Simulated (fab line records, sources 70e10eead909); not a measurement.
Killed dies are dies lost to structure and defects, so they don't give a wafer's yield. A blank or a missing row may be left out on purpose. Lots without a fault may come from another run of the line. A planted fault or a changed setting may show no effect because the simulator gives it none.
fab line records | flow nand_harc
record lots=6 wafers=18 last_day=34
route steps=1302 shown A_STAIRCASE@691 END@1302
lots that met no fault: from a run of the same line without faults
start_h: hours from the record's first day to the start of the lot's first wafer shown | wait_h: hours since the lot's step before | " the same as in the row above | L1.1+2: a row that stands for several wafers | - no value, or no start given | * or withheld: withheld | < > ~ a bound
route shown NAME@n: a module of which the file shows steps, and the number in the route of the first | usual: mean/standard deviation of fault-free wafers | same: alike in all rows | chamber/n: place in a boat | sites: the reading at each site | _std_site: their standard deviation | _edge_site: outer sites' mean less inner sites' | radius_mm: how far each site lies from the wafer's centre | mask NAME#n: copy n | behind: the tool/chamber that last shaped the wafer | hold: why the lot was held/for how many hours/how that ended | device: the transistor (n, p or np) that didn't switch | end of line: the same wafers' tests at the end of the route | a step without rows: its recipe alone | killed: dies lost to structure and defects at the first sort, not the wafer's yield | map: a wafer's dies, x killed, . not, _ none there
set.NAME: the setting as run; set.NAME@STEP: as run at that earlier step | model.NAME: the simulator's own value behind a step, which no gauge read
lots at some steps of the route; a table a step, a row a wafer
services: from which hour (start_h, from the record's first day; less than 0 if before it) a tool's chamber was out of use, for how many hours, and why
## steps
# step NHARC_A_STAIRCASE_HMDS_177
# recipe time_s=30
# step NHARC_A_STAIRCASE_COAT_178
# recipe spin_rpm=1200
# step NHARC_A_STAIRCASE_SOFTBAKE_179
# recipe temp_c=135 time_s=170
# step NHARC_A_STAIRCASE_EBR_180
# step NHARC_A_STAIRCASE_EXPOSE_181
# recipe na=0.5 dose_mj=27.87 mask_id=STAIR_2
# step NHARC_A_STAIRCASE_PEB_182
# recipe peb_temp_c=115 peb_time_s=130
# step NHARC_A_STAIRCASE_DEVELOP_183
# recipe time_s=140
# step NHARC_A_STAIRCASE_HARDBAKE_185
# recipe temp_c=120 time_s=140
# step NHARC_A_STAIRCASE_DESCUM_186
# recipe time_s=3 o2_flow_sccm=200 ar_flow_sccm=0 bias_power_w=0 chemistry=O2
# usual chamber_pressure_mTorr=60.00/0.055 drypump_motor_current_A=5.6/0.37 mfc_ar_sccm=0.010/0.011 oes_product_au=0.999/0.013 rf_vpp_V=57.8/0.83 showerhead_plenum_p_Torr=1.90/0.1 throttle_valve_pct=11.312/0.008
# columns lot.wafer tool chamber start_h wait_h chamber_pressure_mTorr drypump_motor_current_A mfc_ar_sccm oes_product_au rf_hours_counter_h rf_vpp_V showerhead_plenum_p_Torr throttle_valve_pct
L721.4 rie_diel-04 1 358.23 - 59.94 6.0 0.023 1.003 60 57.7 2.06 11.306
L721.1 " 3 " " 59.92 5.2 0 1.012 54 56.3 1.79 11.319
L721.2 " 0 " " 60.07 5.5 0 0.991 61 57.8 1.76 11.312
L720.2 rie_diel-03 3 359.05 - 60.04 6.3 0.008 1.002 23 58.5 1.98 11.307
L720.3 " 1 " " 59.89 5.3 0 1.004 20 58.7 1.86 11.300
L720.5 " 0 " " 60.04 5.7 0.023 0.999 - 58.2 2.05 11.300
L725.3 rie_diel-04 1 419.03 - 59.95 6.0 0.023 0.982 15 58.8 2.05 11.310
L725.5 " 3 " " 60.06 5.2 0 0.990 - 57.8 1.79 11.315
L725.6 " 1 " " 59.98 6.1 0.023 0.990 - 59.2 2.05 11.322
L728.4 rie_diel-04 2 437.89 - 60.03 5.4 0 0.984 23 57.9 1.90 11.308
L728.2 " 0 " " 59.96 5.5 0 0.996 13 57.8 2.07 11.302
L728.6 " 3 " " 59.99 5.2 0 0.997 - 57.4 1.79 11.295
L740.4 rie_diel-03 2 566.66 - 59.99 6.1 0.004 1.019 35 57.7 2.06 11.308
L740.2 " 3 " " 60.01 6.3 0.008 1.005 28 58.5 1.96 11.297
L740.6 " 2 " " 60.00 6.1 0.004 1.014 - 58.2 2.06 11.312
L743.3 rie_diel-11 1 586.44 - 60.02 6.2 0.036 1.009 49 56.9 1.84 11.316
L743.1 " 2 " " 60.01 5.7 0.009 0.985 52 59.1 1.82 11.304
L743.4 " 0 " " 60.02 5.5 0 0.994 43 58.6 1.77 11.322
# step NHARC_A_STAIRCASE_TRIM_187
# recipe time_s=211.2 o2_flow_sccm=500 ar_flow_sccm=0 bias_w=0 chemistry=O2
# usual chamber_pressure_mTorr=60.01/0.054 drypump_motor_current_A=5.7/0.38 mfc_ar_sccm=0.011/0.013 oes_product_au=1.001/0.014 rf_vpp_V=57.7/0.89 run_length_s=232.6/0.47 showerhead_plenum_p_Torr=3.51/0.18 throttle_valve_pct=17.037/0.0093
# columns lot.wafer tool chamber start_h wait_h chamber_pressure_mTorr drypump_motor_current_A mfc_ar_sccm oes_product_au rf_hours_counter_h rf_vpp_V run_length_s showerhead_plenum_p_Torr throttle_valve_pct
L721.2 rie_diel-04 0 358.32 0.1 60.01 5.6 0 0.986 61 57.3 232.0 3.27 17.032
L721.4 " 1 " " 59.93 6.1 0.023 0.992 60 59.2 232.2 3.77 17.030
L721.1 " 3 " " 60.04 5.2 0 1.010 54 56.8 232.4 3.32 17.022
L720.3 rie_diel-03 1 359.24 0.2 60.03 5.2 0 0.993 21 58.2 232.6 3.44 17.023
L720.2 " 2 " " 60.00 6.1 0.004 0.991 22 57.5 233.0 3.29 17.021
L720.5 " 3 " " 59.95 6.3 0.008 0.996 - 58.2 232.4 3.64 17.044
L725.3 rie_diel-04 1 419.14 0.1 60.07 6.0 0.023 0.976 15 59.1 232.7 3.76 17.040
L725.5 " 1 " " 59.87 6.1 0.023 0.979 - 59.5 232.2 3.76 17.035
L725.6 " 2 " " 60.03 5.5 0 0.995 - 57.8 231.8 3.51 17.038
L728.4 rie_diel-04 3 438.12 0.2 60.03 5.2 0 1.007 25 57.0 232.5 3.31 17.044
L728.2 " 1 " " 60.04 6.1 0.023 0.990 22 58.6 232.3 3.76 17.047
L728.6 " 3 " " 60.03 5.2 0 0.998 - 56.6 232.2 3.31 17.031
L740.2 rie_diel-03 1 567.20 0.5 59.94 5.3 0 1.004 32 56.9 232.2 3.40 17.029
L740.4 " 2 " " 60.03 6.2 0.004 1.008 35 58.3 232.8 3.79 17.039
L740.6 " 1 " " 60.04 5.3 0 0.991 - 59.0 232.4 3.40 17.031
L743.3 rie_diel-11 0 586.53 0.1 60.05 5.5 0 0.995 43 58.1 232.7 3.28 17.048
L743.1 " 1 " " 60.01 6.2 0.036 1.024 49 58.6 233.5 3.40 17.044
L743.4 " 3 " " 60.03 5.2 0.009 1.007 47 56.6 232.8 3.57 17.036
# step NHARC_A_STAIRCASE_ETCH_188
# recipe target_depth_a=1000 time_s=40.5 ion_energy_ev=400 c4f8_flow_sccm=20 o2_flow_sccm=10 ar_flow_sccm=withheld rf_w=600 bias_w=1000 chemistry=C4F8/O2
# usual chamber_pressure_mTorr=25.000/0.022 oes_product_au=0.942/0.017 rf_vpp_V=895/6.5
# columns lot.wafer tool chamber start_h wait_h chamber_pressure_mTorr oes_product_au rf_hours_counter_h rf_vpp_V
L721.4 rie_diel-04 1 - - 25.025 0.953 60 904
L721.2 " 2 " " 24.981 0.961 53 896
L721.1 " 0 " " 25.008 0.949 61 885
L720.3 rie_diel-03 0 - - 24.996 0.921 22 904
L720.2 " 1 " " 24.974 0.926 21 891
L720.5 " 2 " " 25.011 0.933 - 886
L725.3 rie_diel-04 2 - - 25.014 0.926 17 895
L725.5 " 2 " " 24.986 0.914 - 896
L725.6 " 3 " " 24.989 0.918 - 888
L728.4 rie_diel-04 2 - - 24.983 0.926 23 895
L728.2 " 0 " " 24.970 0.938 13 905
L728.6 " 2 " " 24.991 0.922 - 894
L740.4 rie_diel-03 3 - - 24.984 0.921 28 899
L740.2 " 0 " " 25.040 0.924 27 904
L740.6 " 3 " " 25.003 0.924 - 897
L743.4 rie_diel-11 2 - - 25.046 0.936 52 891
L743.3 " 3 " " 24.990 0.971 47 898
L743.1 " 1 " " 25.020 0.951 49 891
# step NHARC_A_STAIRCASE_TRIM_189
# recipe time_s=211.2 o2_flow_sccm=500 ar_flow_sccm=0 bias_w=0 chemistry=O2
# usual chamber_pressure_mTorr=60.00/0.06 drypump_motor_current_A=5.7/0.38 mfc_ar_sccm=0.010/0.012 oes_product_au=1.000/0.014 rf_vpp_V=57.8/0.95 run_length_s=232.6/0.45 showerhead_plenum_p_Torr=3.52/0.18 throttle_valve_pct=17.036/0.0093
# columns lot.wafer tool chamber start_h wait_h chamber_pressure_mTorr drypump_motor_current_A mfc_ar_sccm oes_product_au rf_hours_counter_h rf_vpp_V run_length_s showerhead_plenum_p_Torr throttle_valve_pct
L721.1 rie_diel-04 0 358.55 - 60.06 5.5 0 0.985 61 59.1 232.0 3.27 17.028
L721.2 " 1 " " 60.02 6.0 0.023 1.006 60 57.0 232.2 3.77 17.046
L721.4 " 3 " " 59.98 5.2 0 1.013 54 56.8 232.2 3.32 17.031
L720.3 rie_diel-03 0 359.49 - 60.00 5.6 0.023 1.000 22 58.3 233.2 3.76 17.042
L720.2 " 2 " " 60.02 6.1 0.004 1.010 22 57.4 232.6 3.29 17.034
L720.5 " 0 " " 59.98 5.6 0.023 1.003 - 57.3 233.0 3.76 17.045
L725.3 rie_diel-04 1 419.51 - 60.00 6.0 0.023 0.989 15 58.8 221.8 3.76 17.034
L725.5 " 1 " " 59.99 6.0 0.023 0.981 - 58.2 221.8 3.76 17.036
L725.6 " 2 " " 60.03 5.5 0 0.997 - 56.5 221.4 3.51 17.042
L728.2 rie_diel-04 0 438.35 - 60.03 5.5 0 1.005 13 58.6 221.1 3.80 17.030
L728.4 " 1 " " 60.08 6.0 0.023 0.984 22 59.4 221.3 3.76 17.037
L728.6 " 1 " " 59.93 6.0 0.023 0.985 - 58.6 221.9 3.76 17.030
L740.4 rie_diel-03 3 567.44 - 59.99 6.3 0.008 1.004 28 57.6 232.4 3.60 17.034
L740.2 " 0 " " 59.92 5.7 0.023 1.005 27 58.2 233.1 3.73 17.044
L740.6 " 2 " " 60.10 6.1 0.004 1.015 - 58.2 233.3 3.79 17.053
L743.4 rie_diel-11 2 586.76 - 60.03 5.7 0.009 0.979 52 58.3 232.5 3.36 17.034
L743.3 " 0 " " 60.04 5.5 0 1.000 43 56.8 232.7 3.28 17.040
L743.1 " 1 " " 59.93 6.2 0.036 1.012 49 57.7 233.1 3.40 17.052
# step NHARC_A_STAIRCASE_ETCH_190
# recipe target_depth_a=1000 time_s=40.5 ion_energy_ev=400 c4f8_flow_sccm=20 o2_flow_sccm=10 ar_flow_sccm=withheld rf_w=600 bias_w=1000 chemistry=C4F8/O2
# usual chamber_pressure_mTorr=25.001/0.024 oes_product_au=0.942/0.015 rf_vpp_V=895/6.5
# columns lot.wafer tool chamber start_h wait_h chamber_pressure_mTorr oes_product_au rf_hours_counter_h rf_vpp_V
L721.1 rie_diel-04 3 - - 25.011 0.962 54 887
L721.4 " 0 " " 24.964 0.925 61 886
L721.2 " 2 " " 25.020 0.971 53 896
L720.2 rie_diel-03 1 - - 24.977 0.931 21 893
L720.3 " 2 " " 24.968 0.940 22 887
L720.5 " 0 " " 25.019 0.927 - 904
L725.3 rie_diel-04 1 - - 25.008 0.920 16 903
L725.6 " 1 " " 25.030 0.934 - 905
L725.5 " 2 " " 24.983 0.935 - 894
L728.4 rie_diel-04 3 - - 24.964 0.931 26 891
L728.2 " 0 " " 25.015 0.926 14 904
L728.6 " 0 " " 24.978 0.923 - 906
L740.4 rie_diel-03 0 - - 25.052 0.953 27 904
L740.2 " 2 " " 25.016 0.945 35 905
L740.6 " 1 " " 25.020 0.918 - 891
L743.4 rie_diel-11 1 - - 25.035 0.956 49 891
L743.3 " 2 " " 24.956 0.938 52 888
L743.1 " 0 " " 25.014 0.933 43 888
# step NHARC_END_SORT_01
# recipe temp_c=25
# usual killed_at_array=55/19 killed_at_other=0.9/1.4 killed_at_periphery=3.8/2.9 killed_dies=60/19 killed_open=3.3/1.8 killed_short=2.6/1.6
# same gross_dies=677
# columns lot.wafer tool chamber start_h wait_h killed_at_array killed_at_other killed_at_periphery killed_dies killed_open killed_short
L721.1 prober-02 0 569.24 2.5 74 0 3 77 3 4
L721.2 prober-02 0 570.03 2.8 81 1 5 87 5 1
L721.4 prober-02 0 571.60 3.4 67 0 0 67 2 1
L720.2 prober-01 0 580.72 2.8 18 0 4 22 0 4
L720.3 prober-01 0 581.52 3.1 31 1 9 41 8 6
L720.5 prober-01 0 583.11 3.7 32 0 2 34 4 2
# killed by level:class
L721.1 A_CHANNEL_HOLE_D2:chamber_film_flake=28 A_CHANNEL_HOLE_D1:chamber_film_flake=26 A_STAIRCASE:chamber_film_flake=5 A_CONTACT:chamber_film_flake=4 A_ONON_D1:geometric_particle:short=2 A_CHANNEL_FILL_D1:chamber_film_flake=2 A_M0:chamber_film_flake=2 P_STI:geometric_particle:open=1
L721.2 A_CHANNEL_HOLE_D2:chamber_film_flake=33 A_CHANNEL_HOLE_D1:chamber_film_flake=29 A_STAIRCASE:chamber_film_flake=5 A_WL_FILL:chamber_film_flake=3 P_STI:chamber_film_flake=2 A_ZERO_WELL:chamber_film_flake=2 A_CHANNEL_FILL_D1:chamber_film_flake=2 A_M0:chamber_film_flake=2
L721.4 A_CHANNEL_HOLE_D2:chamber_film_flake=22 A_CHANNEL_HOLE_D1:chamber_film_flake=21 A_STAIRCASE:chamber_film_flake=8 A_WL_FILL:chamber_film_flake=4 A_M0:chamber_film_flake=4 A_CHANNEL_FILL_D1:chamber_film_flake=2 A_ONON_D1:geometric_particle:short=1 A_CHANNEL_FILL_D2:geometric_particle:open=1
L720.2 P_M0:chamber_film_flake=4 A_CHANNEL_HOLE_D2:chamber_film_flake=4 A_STAIRCASE:chamber_film_flake=3 A_SGD_CUT:geometric_particle:short=2 A_CONTACT:chamber_film_flake=2 A_DECK1_JOINT:geometric_particle:short=1 A_M0:geometric_particle:short=1 A_ZERO_WELL:chamber_film_flake=1
L720.3 A_CHANNEL_HOLE_D2:chamber_film_flake=11 P_M0:chamber_film_flake=4 A_STAIRCASE:chamber_film_flake=3 P_GATE:geometric_particle:open=2 A_CHANNEL_FILL_D1:geometric_particle:short=2 A_CHANNEL_FILL_D1:geometric_particle:open=2 A_CHANNEL_FILL_D2:geometric_particle:open=2 A_WL_FILL:geometric_particle:short=2
L720.5 A_STAIRCASE:chamber_film_flake=10 A_CONTACT:chamber_film_flake=7 A_CHANNEL_HOLE_D2:chamber_film_flake=6 A_CHANNEL_FILL_D2:chamber_film_flake=3 P_M0:chamber_film_flake=2 A_CHANNEL_HOLE_D1:geometric_particle:open=1 A_CHANNEL_FILL_D1:geometric_particle:short=1 A_CHANNEL_FILL_D1:geometric_particle:open=1
## services
# columns tool chamber start_h hours kind
rie_diel-04 0 338.57 - clean
rie_diel-04 1 338.57 - clean
rie_diel-04 2 338.57 - clean
rie_diel-04 3 338.57 - clean
rie_diel-04 2 351.08 3.3 repair
rie_diel-04 - 358.76 9.0 pm
rie_diel-04 0 358.76 9.0 vent_cycle
rie_diel-04 1 358.76 9.0 vent_cycle
rie_diel-04 2 358.76 9.0 vent_cycle
rie_diel-04 3 358.76 9.0 vent_cycle
rie_diel-04 0 367.76 - clean
rie_diel-04 0 367.76 - consumable_replace:focus_ring
rie_diel-04 0 367.76 - consumable_replace:showerhead
rie_diel-04 1 367.76 - clean
rie_diel-04 2 367.76 - clean
rie_diel-04 3 367.76 - clean
rie_diel-03 - 368.51 0.6 repair
rie_diel-04 0 392.26 - clean
rie_diel-04 0 393.17 26.6 repair
rie_diel-11 - 434.79 9.0 pm
rie_diel-03 - 458.59 9.0 pm
rie_diel-03 2 517.55 7.5 repair
rie_diel-04 - 535.82 9.0 pm
rie_diel-03 3 546.16 10.6 repair
## key
first_sign step=NHARC_A_STAIRCASE_TRIM_189 reading=run_length_s direction=down sigmas=24 usual=* struck=*
effect none on later readings
met_at NHARC_A_STAIRCASE_TRIM_189
struck_wafers L725.3,L725.5,L725.6,L728.2,L728.4,L728.6
tester_left_out L725,L728
onset_between 358.55 419.51
fault kind=process_parameter_drift tool=rie_diel-04 chamber=- onset_h=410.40 steps=NHARC_A_STAIRCASE_TRIM_189 channel=time_s offset=* shape=step end_h=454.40 acts_in=* stated=*
# tester_left_out: of these lots the tester's yield and bins aren't shown, on N5 and GAA mostly nor the transistor test; their killed dies are dies lost to structure and defects alone, not to doping, threshold or leakage, so they don't give the yield
